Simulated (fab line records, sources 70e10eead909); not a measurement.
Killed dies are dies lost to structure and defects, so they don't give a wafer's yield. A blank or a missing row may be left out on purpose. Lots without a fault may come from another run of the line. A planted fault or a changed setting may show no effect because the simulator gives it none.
Which tool did it? | flow nand_harc | 13 lots, 39 wafers sampled, at 5 steps of a route of 1302

WHAT THE GAUGES READ, wafer by wafer
NHARC_A_ONON_D2_THK_MEAS_34: measures by ellipsometry.
lot  | measured     | on            | thk_nm (nm)
L227 | day 13 21:29 | film_metro-02 | 196.5 202.1 198.8
L232 | day 15 09:04 | film_metro-01 | 198.9 194.6 195.1
L230 | day 15 09:04 | film_metro-01 | 197.9 197.9 203.2
L231 | day 15 14:38 | film_metro-01 | 200.5 194.8 201.9
L234 | day 16 02:29 | film_metro-01 | 199.1 202.3 201.5
L233 | day 16 02:29 | film_metro-01 | 197.0 199.3 199.5
L235 | day 16 14:05 | film_metro-01 | 198.4 196.1 200.7
L243 | day 19 15:44 | film_metro-02 | 197.9 200.2 201.0
L242 | day 19 15:45 | film_metro-01 | 196.5 202.0 205.7
L244 | day 20 06:45 | film_metro-01 | 198.1 204.0 203.8
L245 | day 21 23:11 | film_metro-02 | 198.8 198.2 200.9
L247 | day 22 08:45 | film_metro-01 | 198.5 201.8 204.2
L249 | day 23 11:09 | film_metro-01 | 196.3 201.3 198.4

NHARC_A_CHANNEL_HOLE_D2_OVL_MEAS_11.
lot  | measured     | on         | overlay_x_nm (nm) | overlay_y_nm (nm)
L227 | day 14 01:20 | overlay-02 | -1.2 -1.5 -1.6    | -1.9 -1.3 -1.7
L232 | day 15 11:59 | overlay-01 | -1.1 -1.1 -1.2    | -0.5 -0.4 -0.4
L230 | day 15 12:08 | overlay-02 | 0.0 1.0 0.7       | -0.1 -0.2 -0.2
L231 | day 15 17:31 | overlay-02 | 1.9 1.4 1.7       | -0.6 -0.5 -0.5
L234 | day 16 05:29 | overlay-01 | -1.0 -1.6 -0.9    | 1.1 0.7 0.1
L233 | day 16 05:20 | overlay-02 | -0.7 -0.9 -0.9    | -0.3 -0.2 0.1
L235 | day 17 06:49 | overlay-02 | 1.1 0.7 0.9       | -2.0 -1.7 -1.8
L243 | day 19 23:14 | overlay-01 | 0.2 0.0 0.1       | 0.7 0.6 0.9
L242 | day 20 00:07 | overlay-01 | -0.2 -0.1 0.2     | -1.2 -1.6 -0.8
L244 | day 20 09:41 | overlay-02 | 0.7 0.2 0.6       | 0.2 0.4 0.4
L245 | day 22 01:56 | overlay-02 | 0.3 0.7 0.9       | 0.2 -0.7 0.3
L247 | day 22 16:24 | overlay-02 | 0.2 -0.1 0.0      | 0.6 0.8 0.7
L249 | day 23 14:02 | overlay-02 | 1.0 0.8 1.0       | -0.5 -1.1 -1.4

NHARC_END_SORT_01.
lot  | measured     | on        | killed_at_array | killed_at_other | killed_at_periphery | killed_dies | killed_open | killed_short
L234 | day 27 22:59 | prober-01 | 52 56 54        | 0 3 0           | 2 0 0               | 54 59 54    | 0 1 1       | 5 5 3
L243 | day 31 05:50 | prober-01 | 44 49 44        | 0 1 0           | 1 2 6               | 45 52 50    | 2 5 3       | 3 1 5
L244 | day 31 21:26 | prober-01 | 33 28 23        | 0 0 0           | 2 7 7               | 35 35 30    | 2 5 3       | 3 1 2

WHICH TOOL RAN EACH LOT (tool, then ch and the chambers of the sampled wafers, then the start)
lot  | NHARC_A_CHANNEL_HOLE_D2_SOFTBAKE_05 | NHARC_A_CHANNEL_HOLE_D2_ETCH_39
L227 | litho_track-06 ch 0, day 14 00:00   | rie_diel-05 ch 0,1,3, no start
L232 | litho_track-01 ch 0, day 15 11:00   | rie_diel-10 ch 1,2,3, no start
L230 | litho_track-04 ch 0, day 15 11:00   | rie_diel-10 ch 0,1,3, no start
L231 | litho_track-04 ch 0, day 15 16:00   | rie_diel-10 ch 0,2,3, no start
L234 | litho_track-04 ch 0, day 16 04:00   | rie_diel-05 ch 0,2, day 27 22:59 or earlier
L233 | litho_track-01 ch 0, day 16 04:00   | rie_diel-10 ch 0,1, no start
L235 | litho_track-04 ch 0, day 17 06:00   | rie_diel-10 ch 0,2,3, no start
L243 | litho_track-01 ch 0, day 19 22:00   | rie_diel-10 ch 0,2,3, day 31 05:50 or earlier
L242 | litho_track-01 ch 0, day 19 23:00   | rie_diel-02 ch 0,1,2, no start
L244 | litho_track-01 ch 0, day 20 09:00   | rie_diel-02 ch 1,2, day 31 21:26 or earlier
L245 | litho_track-04 ch 0, day 22 01:00   | rie_diel-02 ch 0,1, no start
L247 | litho_track-01 ch 0, day 22 15:00   | rie_diel-05 ch 0,1,3, no start
L249 | litho_track-04 ch 0, day 23 13:00   | rie_diel-05 ch 0,1,3, no start
- NHARC_A_CHANNEL_HOLE_D2_SOFTBAKE_05: time 55 s.
- NHARC_A_CHANNEL_HOLE_D2_ETCH_39: etches the open film in N2/H2, target depth 260 nm, time 325 s.

WHAT THE TOOLS THEMSELVES READ (means of the sampled wafers that have a number; where no wafer has one, the mark that the record gives instead)
NHARC_A_CHANNEL_HOLE_D2_SOFTBAKE_05.
lot  | tool           | heater_power_total_W (W)
L227 | litho_track-06 | 188.42
L232 | litho_track-01 | 188.50
L230 | litho_track-04 | 188.36
L231 | litho_track-04 | 188.39
L234 | litho_track-04 | 168.97
L233 | litho_track-01 | 188.43
L235 | litho_track-04 | 169.01
L243 | litho_track-01 | 188.42
L242 | litho_track-01 | 188.31
L244 | litho_track-01 | 188.41
L245 | litho_track-04 | 188.60
L247 | litho_track-01 | 188.44
L249 | litho_track-04 | 188.48

NHARC_A_CHANNEL_HOLE_D2_ETCH_39.
lot  | tool        | drypump_motor_current_A (A) | oes_product_au (a.u.) | rf_vpp_V (V) | showerhead_plenum_p_Torr (Torr) | throttle_valve_pct (%)
L227 | rie_diel-05 | 5.5                         | 0.996                 | 431.1        | 2.05                            | 14.164
L232 | rie_diel-10 | 6.0                         | 0.998                 | 429.4        | 2.01                            | 14.167
L230 | rie_diel-10 | 5.8                         | 1.007                 | 428.2        | 1.98                            | 14.166
L231 | rie_diel-10 | 6.2                         | 0.994                 | 429.2        | 1.97                            | 14.180
L234 | rie_diel-05 | 5.6                         | 0.999                 | 431.9        | 2.09                            | 14.174
L233 | rie_diel-10 | 5.5                         | 1.002                 | 429.5        | 2.00                            | 14.174
L235 | rie_diel-10 | 6.2                         | 1.001                 | 428.2        | 1.96                            | 14.168
L243 | rie_diel-10 | 6.2                         | 1.005                 | 429.1        | 1.96                            | 14.172
L242 | rie_diel-02 | 5.6                         | 0.995                 | 430.1        | 2.05                            | 14.166
L244 | rie_diel-02 | 5.9                         | 0.993                 | 431.8        | 2.09                            | 14.170
L245 | rie_diel-02 | 5.3                         | 1.001                 | 428.7        | 2.01                            | 14.170
L247 | rie_diel-05 | 5.4                         | 1.002                 | 430.8        | 2.05                            | 14.175
L249 | rie_diel-05 | 5.4                         | 0.995                 | 430.7        | 2.05                            | 14.166

THE ANSWER, worked out from the rows above alone
Rule: what is usual is taken from the lots themselves. Put in order of their means at a reading, lots are off if they are a third of the lots or fewer, leave a main group of 4 or more, and stand apart from it by a gap of 3 or more times the standard deviation of the main group's means; of several such gaps the widest counts. A main group whose means are all the same, to the digits that the tables above print for the reading, isn't used. A lot without any number at a reading at which 4 lots or more have one is off too. The other lots that the step has rows for count as sound. The gauges are gone through in route order, then the tools' own readings, and for those a lot's mean is taken as printed above. The first step at which some lot is off is used, and at that step the reading that is off furthest; a lot without a number counts as furthest.
Off: L234, L235, at NHARC_A_CHANNEL_HOLE_D2_SOFTBAKE_05 (heater_power_total_W). The main group: mean 188.43 W, standard deviation 0.072.
A tool fits if, at that step or a process step before it, it ran every lot that is off, and no sound lot after the first of them. None of those tried fits.

WHAT THE SIMULATOR HAD PUT IN
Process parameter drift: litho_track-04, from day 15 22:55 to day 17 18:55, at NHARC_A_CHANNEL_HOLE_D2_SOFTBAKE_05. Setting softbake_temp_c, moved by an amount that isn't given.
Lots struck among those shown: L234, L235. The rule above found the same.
